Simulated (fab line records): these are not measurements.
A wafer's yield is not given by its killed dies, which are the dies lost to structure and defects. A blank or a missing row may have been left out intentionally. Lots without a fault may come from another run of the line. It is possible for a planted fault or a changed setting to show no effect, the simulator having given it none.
fab line records -- flow n5-finfet -- part 1 of 2: steps 1 to 4 of 6
[record] lots = 23, wafers = 69, last-day = 18
route steps=1938 shown BEOL_M4@1109 BEOL_M5@1113
lots that met no fault: taken from a fault-free run of the same line
start-h: the number of hours between the record's first day and the start of the first shown wafer of the lot -- wait-h: how many hours have passed since the lot's step before this one -- " same as the row above -- L1.1+2: a row that stands for several wafers -- - no value present, or no start provided -- * or withheld: withheld -- < > ~ a bound
route shown NAME@n: a module of which the file shows steps, and the number in the route of the first -- usual: mean/standard deviation taken from wafers without a fault -- same: alike in all rows -- chamber/n: place in a boat -- sites: per-site readings -- _std_site: their standard deviation -- _edge_site: the outer-site mean with the inner-site mean subtracted -- radius-mm: for every site, how far away it sits from the centre of the wafer -- mask NAME#n: copy n -- behind: the most recent tool/chamber to have shaped the wafer -- hold: the reason the lot was held/the length of the hold in hours/how it ended -- device: transistor that didn't switch, given as n, p or np -- end of line: the route-end tests of the same wafers -- step lacking rows: just its recipe -- killed: the dies lost at the first sort to structure and to defects; this is not the yield of the wafer -- map: a wafer's dies, marking killed ones x, the rest . and places with no die _
set.NAME: the setting as run; set.NAME@STEP: as run at that earlier step -- model.NAME: the simulator's own value behind a step, which no gauge read
steps of the route over a sample of lots; a table a step, a row a wafer
services: from which hour (start-h, from the record's first day; less than 0 if before it) a tool's chamber was out of use, for how many hours, and why
[[steps]]
[step N5_BEOL_M4_RS_MEAS_58]
[recipe] thk-meas-gauge = four-point-probe, reads = Co_of_BEOL_M4_CO_CAP_55+Cu_of_BEOL_M4_ECD_50+Co_of_BEOL_M4_CVD_47+TaN_of_BEOL_M4_ALD_84
[usual] M4_RS = 0.67/0.032
lot.wafer,tool,chamber,start-h,wait-h,M4_RS[ohm/sq]
L074.2,film-metro-02,-,167.14,0.1,0.69
L074.3,film-metro-02,-,167.14,0.1,0.67
L074.6,film-metro-02,-,167.14,0.1,0.65
L076.2,film-metro-02,-,170.14,0.1,0.64
L076.5,film-metro-02,-,170.14,0.1,0.69
L076.6,film-metro-02,-,170.14,0.1,0.68
L077.2,film-metro-02,-,185.42,0.1,0.66
L077.3,film-metro-02,-,185.42,0.1,0.60
L077.6,film-metro-02,-,185.42,0.1,0.66
L078.2,film-metro-02,-,185.84,0.1,0.71
L078.3,film-metro-02,-,185.84,0.1,0.64
L078.6,film-metro-02,-,185.84,0.1,0.68
L079.1,film-metro-01,-,192.73,0.0,0.66
L079.2,film-metro-01,-,192.73,0.0,0.67
L079.5,film-metro-01,-,192.73,0.0,0.70
L080.1,film-metro-02,-,202.44,0.0,0.69
L080.4,film-metro-02,-,202.44,0.0,0.73
L080.5,film-metro-02,-,202.44,0.0,0.70
L081.3,film-metro-01,-,210.65,0.1,0.67
L081.4,film-metro-01,-,210.65,0.1,0.64
L081.6,film-metro-01,-,210.65,0.1,0.63
L082.1,film-metro-01,-,212.49,0.0,0.63
L082.2,film-metro-01,-,212.49,0.0,0.63
L082.4,film-metro-01,-,212.49,0.0,0.62
L084.3,film-metro-02,-,217.09,0.1,0.67
L084.4,film-metro-02,-,217.09,0.1,0.63
L084.6,film-metro-02,-,217.09,0.1,0.67
L083.1,film-metro-02,-,218.93,0.0,0.69
L083.3,film-metro-02,-,218.93,0.0,0.70
L083.5,film-metro-02,-,218.93,0.0,0.72
L085.3,film-metro-01,-,227.41,0.1,0.63
L085.5,film-metro-01,-,227.41,0.1,0.66
L085.6,film-metro-01,-,227.41,0.1,0.63
L087.3,film-metro-02,-,249.55,0.1,0.65
L087.4,film-metro-02,-,249.55,0.1,0.65
L087.5,film-metro-02,-,249.55,0.1,0.64
L086.1,film-metro-01,-,251.71,0.0,0.69
L086.3,film-metro-01,-,251.71,0.0,0.74
L086.4,film-metro-01,-,251.71,0.0,0.67
L088.1,film-metro-02,-,255.20,0.0,0.64
L088.3,film-metro-02,-,255.20,0.0,0.68
L088.4,film-metro-02,-,255.20,0.0,0.65
L089.2,film-metro-02,-,275.04,0.1,0.71
L089.4,film-metro-02,-,275.04,0.1,0.70
L089.5,film-metro-02,-,275.04,0.1,0.73
L093.2,film-metro-01,-,276.66,0.1,0.67
L093.4,film-metro-01,-,276.66,0.1,0.66
L093.6,film-metro-01,-,276.66,0.1,0.64
L090.1,film-metro-01,-,276.76,0.1,0.63
L090.3,film-metro-01,-,276.76,0.1,0.65
L090.5,film-metro-01,-,276.76,0.1,0.62
L091.3,film-metro-02,-,279.56,0.1,0.70
L091.5,film-metro-02,-,279.56,0.1,0.66
L091.6,film-metro-02,-,279.56,0.1,0.68
L092.1,film-metro-02,-,281.19,0.0,0.69
L092.2,film-metro-02,-,281.19,0.0,0.72
L092.3,film-metro-02,-,281.19,0.0,0.69
L095.1,film-metro-02,-,302.52,0.0,0.68
L095.3,film-metro-02,-,302.52,0.0,0.68
L095.6,film-metro-02,-,302.52,0.0,0.71
L094.3,film-metro-02,-,307.50,0.1,0.74
L094.5,film-metro-02,-,307.50,0.1,0.70
L094.6,film-metro-02,-,307.50,0.1,0.73
L097.1,film-metro-02,-,312.96,0.0,0.71
L097.3,film-metro-02,-,312.96,0.0,0.73
L097.6,film-metro-02,-,312.96,0.0,0.73
L096.1,film-metro-02,-,320.52,0.0,0.71
L096.4,film-metro-02,-,320.52,0.0,0.67
L096.5,film-metro-02,-,320.52,0.0,0.64
[step N5_BEOL_M4_INSPECT_59]
[recipe] inspect-instrument = darkfield, mode = post-dep
[usual] raw-defect-count = 84/26
lot.wafer,tool,chamber,start-h,wait-h,raw-defect-count
L074.2,defect-inspect-01,-,167.16,0.0,74
L074.3,defect-inspect-01,-,167.16,0.0,94
L074.6,defect-inspect-01,-,167.16,0.0,66
L076.2,defect-inspect-02,-,170.16,0.0,74
L076.5,defect-inspect-02,-,170.16,0.0,85
L076.6,defect-inspect-02,-,170.16,0.0,91
L077.2,defect-inspect-02,-,185.45,0.0,79
L077.3,defect-inspect-02,-,185.45,0.0,53
L077.6,defect-inspect-02,-,185.45,0.0,65
L078.2,defect-inspect-02,-,185.87,0.0,125
L078.3,defect-inspect-02,-,185.87,0.0,79
L078.6,defect-inspect-02,-,185.87,0.0,75
L079.1,defect-inspect-01,-,192.76,0.0,70
L079.2,defect-inspect-01,-,192.76,0.0,38
L079.5,defect-inspect-01,-,192.76,0.0,61
L080.1,defect-inspect-02,-,202.46,0.0,87
L080.4,defect-inspect-02,-,202.46,0.0,63
L080.5,defect-inspect-02,-,202.46,0.0,93
L081.3,defect-inspect-01,-,210.68,0.0,74
L081.4,defect-inspect-01,-,210.68,0.0,86
L081.6,defect-inspect-01,-,210.68,0.0,109
L082.1,defect-inspect-02,-,212.51,0.0,60
L082.2,defect-inspect-02,-,212.51,0.0,76
L082.4,defect-inspect-02,-,212.51,0.0,62
L084.3,defect-inspect-01,-,217.12,0.0,55
L084.4,defect-inspect-01,-,217.12,0.0,88
L084.6,defect-inspect-01,-,217.12,0.0,107
L083.1,defect-inspect-01,-,218.96,0.0,118
L083.3,defect-inspect-01,-,218.96,0.0,156
L083.5,defect-inspect-01,-,218.96,0.0,75
L085.3,defect-inspect-01,-,227.43,0.0,83
L085.5,defect-inspect-01,-,227.43,0.0,154
L085.6,defect-inspect-01,-,227.43,0.0,86
L087.3,defect-inspect-01,-,249.58,0.0,71
L087.4,defect-inspect-01,-,249.58,0.0,49
L087.5,defect-inspect-01,-,249.58,0.0,73
L086.1,defect-inspect-01,-,251.74,0.0,130
L086.3,defect-inspect-01,-,251.74,0.0,82
L086.4,defect-inspect-01,-,251.74,0.0,89
L088.1,defect-inspect-01,-,255.22,0.0,77
L088.3,defect-inspect-01,-,255.22,0.0,69
L088.4,defect-inspect-01,-,255.22,0.0,40
L089.2,defect-inspect-02,-,275.07,0.0,87
L089.4,defect-inspect-02,-,275.07,0.0,78
L089.5,defect-inspect-02,-,275.07,0.0,83
L093.2,defect-inspect-01,-,276.69,0.0,110
L093.4,defect-inspect-01,-,276.69,0.0,121
L093.6,defect-inspect-01,-,276.69,0.0,137
L090.1,defect-inspect-01,-,276.78,0.0,105
L090.3,defect-inspect-01,-,276.78,0.0,94
L090.5,defect-inspect-01,-,276.78,0.0,70
L091.3,defect-inspect-02,-,279.58,0.0,74
L091.5,defect-inspect-02,-,279.58,0.0,84
L091.6,defect-inspect-02,-,279.58,0.0,119
L092.1,defect-inspect-01,-,281.21,0.0,70
L092.2,defect-inspect-01,-,281.21,0.0,74
L092.3,defect-inspect-01,-,281.21,0.0,68
L095.1,defect-inspect-02,-,302.55,0.0,86
L095.3,defect-inspect-02,-,302.55,0.0,100
L095.6,defect-inspect-02,-,302.55,0.0,69
L094.3,defect-inspect-02,-,307.53,0.0,76
L094.5,defect-inspect-02,-,307.53,0.0,79
L094.6,defect-inspect-02,-,307.53,0.0,80
L097.1,defect-inspect-01,-,312.98,0.0,91
L097.3,defect-inspect-01,-,312.98,0.0,94
L097.6,defect-inspect-01,-,312.98,0.0,158
L096.1,defect-inspect-01,-,320.55,0.0,68
L096.4,defect-inspect-01,-,320.55,0.0,88
L096.5,defect-inspect-01,-,320.55,0.0,125
[step N5_BEOL_M5_CURE_79]
[recipe] temp-c = 385, time-s = 240, ambient = He/Ar, material = SiCOH_lowk
[usual] lamp-power-pct = 52.32/0.058, wafer_temp_C_max = 386.8/0.74
lot.wafer,tool,chamber,start-h,wait-h,lamp-power-pct,wafer_temp_C_max
L074.2,uv-cure-03,2,168.71,0.5,52.25,388.0
L074.3,uv-cure-03,2,168.71,0.5,52.34,387.8
L074.6,uv-cure-03,2,168.71,0.5,52.34,387.6
L076.2,uv-cure-01,0,171.29,0.1,52.40,386.5
L076.5,uv-cure-01,0,171.29,0.1,52.37,387.7
L076.6,uv-cure-01,0,171.29,0.1,52.38,387.2
L077.2,uv-cure-02,1,186.59,0.1,52.28,386.8
L077.3,uv-cure-02,1,186.59,0.1,52.31,386.8
L077.6,uv-cure-02,1,186.59,0.1,52.38,386.2
L078.2,uv-cure-02,2,187.07,0.2,52.36,386.8
L078.3,uv-cure-02,2,187.07,0.2,52.31,386.5
L078.6,uv-cure-02,2,187.07,0.2,52.32,386.3
L079.1,uv-cure-02,1,193.80,0.0,52.37,386.7
L079.2,uv-cure-02,1,193.80,0.0,52.23,386.9
L079.5,uv-cure-02,1,193.80,0.0,52.35,386.9
L080.1,uv-cure-03,2,203.52,0.0,52.40,387.8
L080.4,uv-cure-03,2,203.52,0.0,52.31,387.0
L080.5,uv-cure-03,2,203.52,0.0,52.36,387.1
L081.3,uv-cure-03,1,212.01,0.3,52.42,386.7
L081.4,uv-cure-03,1,212.01,0.3,52.38,386.0
L081.6,uv-cure-03,1,212.01,0.3,52.25,386.0
L082.1,uv-cure-02,2,213.57,0.0,52.40,387.2
L082.2,uv-cure-02,2,213.57,0.0,52.37,386.7
L082.4,uv-cure-02,2,213.57,0.0,52.31,386.6
L084.3,uv-cure-03,1,218.34,0.2,52.38,385.9
L084.4,uv-cure-03,1,218.34,0.2,52.32,385.8
L084.6,uv-cure-03,1,218.34,0.2,52.37,386.3
L083.1,uv-cure-01,0,220.01,0.0,52.26,387.7
L083.3,uv-cure-01,0,220.01,0.0,52.43,387.1
L083.5,uv-cure-01,0,220.01,0.0,52.28,387.3
L085.3,uv-cure-02,0,228.66,0.2,52.21,385.7
L085.5,uv-cure-02,0,228.66,0.2,52.32,385.3
L085.6,uv-cure-02,0,228.66,0.2,52.26,385.2
L087.3,uv-cure-02,0,250.78,0.2,52.26,385.7
L087.4,uv-cure-02,0,250.78,0.2,52.25,385.2
L087.5,uv-cure-02,0,250.78,0.2,52.32,385.9
L086.1,uv-cure-03,1,252.79,0.0,52.41,386.0
L086.3,uv-cure-03,1,252.79,0.0,52.32,386.1
L086.4,uv-cure-03,1,252.79,0.0,52.24,386.6
L088.1,uv-cure-01,0,256.27,0.0,52.20,386.6
L088.3,uv-cure-01,0,256.27,0.0,52.18,387.1
L088.4,uv-cure-01,0,256.27,0.0,52.31,386.6
L089.2,uv-cure-01,1,276.20,0.1,52.26,387.7
L089.4,uv-cure-01,1,276.20,0.1,52.33,387.7
L089.5,uv-cure-01,1,276.20,0.1,52.36,387.2
L093.2,uv-cure-03,2,277.82,0.1,52.35,387.5
L093.4,uv-cure-03,2,277.82,0.1,52.37,387.6
L093.6,uv-cure-03,2,277.82,0.1,52.34,387.1
L090.1,uv-cure-02,0,277.83,0.0,52.30,386.3
L090.3,uv-cure-02,0,277.83,0.0,52.31,386.0
L090.5,uv-cure-02,0,277.83,0.0,52.42,386.1
L091.3,uv-cure-02,1,280.79,0.2,52.31,387.1
L091.5,uv-cure-02,1,280.79,0.2,52.33,386.0
L091.6,uv-cure-02,1,280.79,0.2,52.31,386.7
L092.1,uv-cure-02,1,282.26,0.0,52.34,386.4
L092.2,uv-cure-02,1,282.26,0.0,52.42,386.7
L092.3,uv-cure-02,1,282.26,0.0,52.31,386.2
L095.1,uv-cure-01,0,303.60,0.0,52.31,387.1
L095.3,uv-cure-01,0,303.60,0.0,52.27,387.4
L095.6,uv-cure-01,0,303.60,0.0,52.37,386.6
L094.3,uv-cure-03,2,308.73,0.2,52.38,388.2
L094.5,uv-cure-03,2,308.73,0.2,52.19,387.7
L094.6,uv-cure-03,2,308.73,0.2,52.40,387.7
L097.1,uv-cure-01,0,314.03,0.0,52.33,386.8
L097.3,uv-cure-01,0,314.03,0.0,52.32,388.0
L097.6,uv-cure-01,0,314.03,0.0,52.37,387.5
L096.1,uv-cure-02,0,321.60,0.0,52.31,386.0
L096.4,uv-cure-02,0,321.60,0.0,52.28,386.3
L096.5,uv-cure-02,0,321.60,0.0,52.30,385.9
[step N5_BEOL_M5_DESCUM_16]
[recipe] chemistry = O2, time-s = 7, source-power-w = 50, bias-power-w = 20, pressure-mtorr = 20, rf-frequency-hz = 2.712e+07, temp-c = 40, resist = CAR-EUV, o2-flow-sccm = 225
[usual] drypump-motor-current-A = 5.7/0.56, oes-product-au = 0.78/0.088, rf-fwd-power-W = 49.32/0.23, rf-vpp-V = 243.2/1.3, showerhead-plenum-p-Torr = 2.10/0.061, temp-c = 40.01/0.1, throttle-valve-pct = 20.44/0.24
lot.wafer,tool,chamber,start-h,wait-h,drypump-motor-current-A,oes-product-au,rf-fwd-power-W,rf-hours-counter-h,rf-vpp-V,showerhead-plenum-p-Torr,temp-c,throttle-valve-pct
L074.2,rie-diel-06,2,171.28,0.0,4.9,0.91,49.31,30,242.5,2.05,40.04,19.95
L074.3,rie-diel-06,3,171.28,0.0,5.7,0.79,49.49,101,245.0,2.20,40.02,20.30
L074.6,rie-diel-06,0,171.28,0.0,6.2,0.76,49.42,-,241.3,2.00,40.00,20.58
L076.2,rie-diel-03,2,174.39,0.0,6.6,0.67,49.53,235,243.6,2.07,40.10,20.69
L076.5,rie-diel-03,3,174.39,0.0,5.4,0.70,49.55,-,243.8,2.18,39.96,20.74
L076.6,rie-diel-03,0,174.39,0.0,6.5,0.66,49.33,-,244.1,2.16,40.08,20.38
L077.2,rie-diel-03,2,188.83,0.2,6.6,0.67,49.51,240,243.6,2.07,40.15,20.69
L077.3,rie-diel-03,1,188.83,0.2,5.7,0.91,49.14,24,242.7,2.14,39.93,20.22
L077.6,rie-diel-03,3,188.83,0.2,5.4,0.70,49.40,-,245.3,2.18,39.80,20.74
L078.2,rie-diel-03,2,189.17,0.2,6.6,0.68,49.34,240,243.6,2.07,40.05,20.72
L078.3,rie-diel-03,3,189.17,0.2,5.4,0.70,49.17,211,244.2,2.18,40.09,20.74
L078.6,rie-diel-03,3,189.17,0.2,5.4,0.71,49.37,-,244.0,2.18,40.08,20.75
L079.1,rie-diel-03,3,195.74,0.0,5.4,0.70,49.22,214,244.5,2.18,39.99,20.75
L079.2,rie-diel-03,2,195.74,0.0,6.5,0.67,49.28,243,243.2,2.07,39.91,20.70
L079.5,rie-diel-03,1,195.74,0.0,5.7,0.91,49.01,-,243.6,2.14,39.95,20.23
L080.1,rie-diel-06,0,204.98,0.0,6.2,0.75,49.27,176,240.8,1.99,40.16,20.60
L080.4,rie-diel-06,2,204.98,0.0,5.0,0.90,49.23,38,243.0,2.05,40.10,19.98
L080.5,rie-diel-06,3,204.98,0.0,5.7,0.79,49.69,-,244.9,2.19,40.17,20.32
L081.3,rie-diel-06,3,214.11,0.0,5.7,0.79,49.56,113,244.5,2.19,40.02,20.33
L081.4,rie-diel-06,1,214.11,0.0,5.1,0.72,49.43,-,242.8,2.08,40.22,20.49
L081.6,rie-diel-06,3,214.11,0.0,5.7,0.79,49.63,-,246.7,2.19,40.00,20.33
L082.1,rie-diel-01,0,214.82,0.0,5.2,0.76,49.06,162,242.0,2.09,40.04,20.75
L082.2,rie-diel-01,1,214.82,0.0,4.8,0.69,49.35,207,243.6,2.15,40.09,20.34
L082.4,rie-diel-01,3,214.82,0.0,5.9,0.73,49.27,199,241.8,2.01,40.17,20.72
L084.3,rie-diel-03,0,220.28,0.0,6.5,0.99,49.54,5,243.0,2.16,39.88,20.07
L084.4,rie-diel-03,0,220.28,0.0,6.5,0.98,49.51,-,244.5,2.16,39.82,20.08
L084.6,rie-diel-03,3,220.28,0.0,5.4,0.70,49.31,-,244.1,2.18,39.90,20.76
L083.1,rie-diel-06,0,223.73,0.2,6.2,0.74,49.41,180,241.9,1.99,39.94,20.59
L083.3,rie-diel-06,2,223.73,0.2,5.0,0.89,49.41,44,242.2,2.05,40.12,19.98
L083.5,rie-diel-06,2,223.73,0.2,5.0,0.89,49.12,-,242.0,2.05,39.96,20.00
L085.3,rie-diel-01,0,229.83,0.0,5.2,0.75,48.78,166,243.9,2.09,39.89,20.78
L085.5,rie-diel-01,3,229.83,0.0,5.9,0.72,49.28,-,241.9,2.01,39.99,20.73
L085.6,rie-diel-01,2,229.83,0.0,6.0,0.78,49.01,-,243.3,2.09,39.97,20.30
L087.3,rie-diel-01,2,251.92,0.0,6.0,0.78,49.03,111,243.3,2.09,39.93,20.32
L087.4,rie-diel-01,2,251.92,0.0,6.0,0.77,49.16,-,243.7,2.09,40.02,20.30
L087.5,rie-diel-01,3,251.92,0.0,5.9,0.72,49.27,-,241.7,2.01,39.88,20.74
L086.1,rie-diel-06,0,254.65,0.0,6.2,0.73,49.38,188,240.9,1.99,40.18,20.61
L086.3,rie-diel-06,1,254.65,0.0,5.0,0.70,49.59,235,243.4,2.07,39.85,20.51
L086.4,rie-diel-06,3,254.65,0.0,5.7,0.78,49.67,125,243.5,2.19,39.91,20.34
L088.1,rie-diel-01,2,260.04,0.3,6.0,0.77,49.57,112,242.7,2.09,40.04,20.31
L088.3,rie-diel-01,3,260.04,0.3,5.9,0.72,49.33,213,242.0,2.01,39.88,20.74
L088.4,rie-diel-01,0,260.04,0.3,5.2,0.75,48.99,170,242.7,2.09,39.86,20.78
L089.2,rie-diel-06,0,278.98,0.0,6.2,0.74,49.51,195,240.6,1.99,40.09,20.62
L089.4,rie-diel-06,1,278.98,0.0,5.1,0.70,49.84,243,241.4,2.07,40.10,20.52
L089.5,rie-diel-06,3,278.98,0.0,5.7,0.77,49.67,-,244.1,2.18,39.97,20.36
L093.2,rie-diel-01,0,279.30,0.0,5.2,0.75,48.97,176,242.2,2.09,40.00,20.78
L093.4,rie-diel-01,1,279.30,0.0,4.9,0.69,49.49,225,244.0,2.14,39.82,20.36
L093.6,rie-diel-01,1,279.30,0.0,4.8,0.69,49.58,-,244.9,2.14,40.01,20.38
L090.1,rie-diel-01,3,279.53,0.2,5.9,0.72,49.10,218,242.4,2.00,40.07,20.74
L090.3,rie-diel-01,0,279.53,0.2,5.2,0.75,48.81,176,242.6,2.09,40.08,20.77
L090.5,rie-diel-01,2,279.53,0.2,6.0,0.77,49.46,-,244.4,2.08,39.89,20.31
L091.3,rie-diel-01,1,282.25,0.1,4.8,0.69,49.39,226,243.6,2.14,40.01,20.36
L091.5,rie-diel-01,3,282.25,0.1,5.9,0.72,49.10,-,241.0,2.00,40.06,20.75
L091.6,rie-diel-01,0,282.25,0.1,5.2,0.74,48.98,-,243.7,2.08,40.06,20.79
L092.1,rie-diel-03,2,290.48,0.0,6.6,0.92,49.65,14,241.8,2.06,39.83,20.38
L092.2,rie-diel-03,3,290.48,0.0,5.4,0.68,49.12,246,243.6,2.17,39.95,20.80
L092.3,rie-diel-03,1,290.48,0.0,5.7,0.86,49.27,57,244.4,2.13,40.26,20.27
L095.1,rie-diel-03,1,305.09,0.0,5.7,0.85,49.03,62,243.7,2.13,40.06,20.27
L095.3,rie-diel-03,0,305.09,0.0,6.5,0.91,49.21,33,244.1,2.15,40.07,20.11
L095.6,rie-diel-03,2,305.09,0.0,6.6,0.91,49.43,-,243.3,2.06,40.17,20.38
L094.3,rie-diel-03,1,310.14,0.0,5.7,0.85,49.12,64,242.9,2.13,39.92,20.29
L094.5,rie-diel-03,2,310.14,0.0,6.6,0.90,49.35,-,242.8,2.06,40.05,20.40
L094.6,rie-diel-03,1,310.14,0.0,5.7,0.85,49.29,-,244.8,2.13,39.78,20.27
L097.1,rie-diel-01,1,316.79,0.1,4.9,0.68,49.27,235,244.2,2.13,40.02,20.38
L097.3,rie-diel-01,2,316.79,0.1,6.0,0.76,49.24,128,242.9,2.08,40.05,20.34
L097.6,rie-diel-01,0,316.79,0.1,5.3,0.73,49.03,-,242.9,2.08,39.95,20.80
L096.1,rie-diel-03,0,324.64,0.0,6.5,0.91,49.42,41,245.2,2.14,40.05,20.12
L096.4,rie-diel-03,2,324.64,0.0,6.6,0.89,49.68,-,243.3,2.06,40.12,20.40
L096.5,rie-diel-03,0,324.64,0.0,6.5,0.91,49.59,-,244.1,2.14,40.05,20.13
